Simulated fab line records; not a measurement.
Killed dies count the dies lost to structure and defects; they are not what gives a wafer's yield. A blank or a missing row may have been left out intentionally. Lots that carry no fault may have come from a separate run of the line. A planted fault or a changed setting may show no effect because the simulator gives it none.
Matching of chambers	flow nand_harc	NHARC_A_CONTACT_ETCH_106 on rie_diel-03 has 4 sister chambers
The step etches the open film in CF4/O2, target depth 60 nm, overetch 6 nm, time 33 s. 4 wafers are shown with their chamber, then 6 later ones without.

## EACH WAFER AND ITS CHAMBER
wafer	chamber	showerhead_plenum_p_Torr (Torr)
L463.1	1	1.36
L484.3	0	1.28
L483.4	2	1.26
L483.6	3	1.24

## WAFERS WITH NO CHAMBER GIVEN
wafer	showerhead_plenum_p_Torr (Torr)
L486.1	1.24
L486.2	1.28
L486.6	1.35
L485.1	1.25
L485.4	1.24
L485.6	1.25

## EACH ONE'S CHAMBER
wafer	from the rows above	in truth
L486.1	3	3
L486.2	0	0
L486.6	1	1
L485.1	can't be placed: 2 or 3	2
L485.4	3	3
L485.6	can't be placed: 2 or 3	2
4 of 6 placed correctly. These rows do not allow placing 2 (true chamber among the candidates in 2). Wrongly placed: 0.
How it was worked out, from the rows above alone: a wafer's distance from a chamber is the root of the sum, over the readings, of the square of ((its reading less the chamber's mean) divided by the reading's scatter). If the next closest chamber is less than 2 further off than the closest, the wafer can't be placed; otherwise it belongs to the closest. Each chamber's mean is taken over the wafers shown for it. The scatter: with one shown wafer a chamber, the root of the mean of the squares of how far each hidden wafer lies from its nearest shown one.
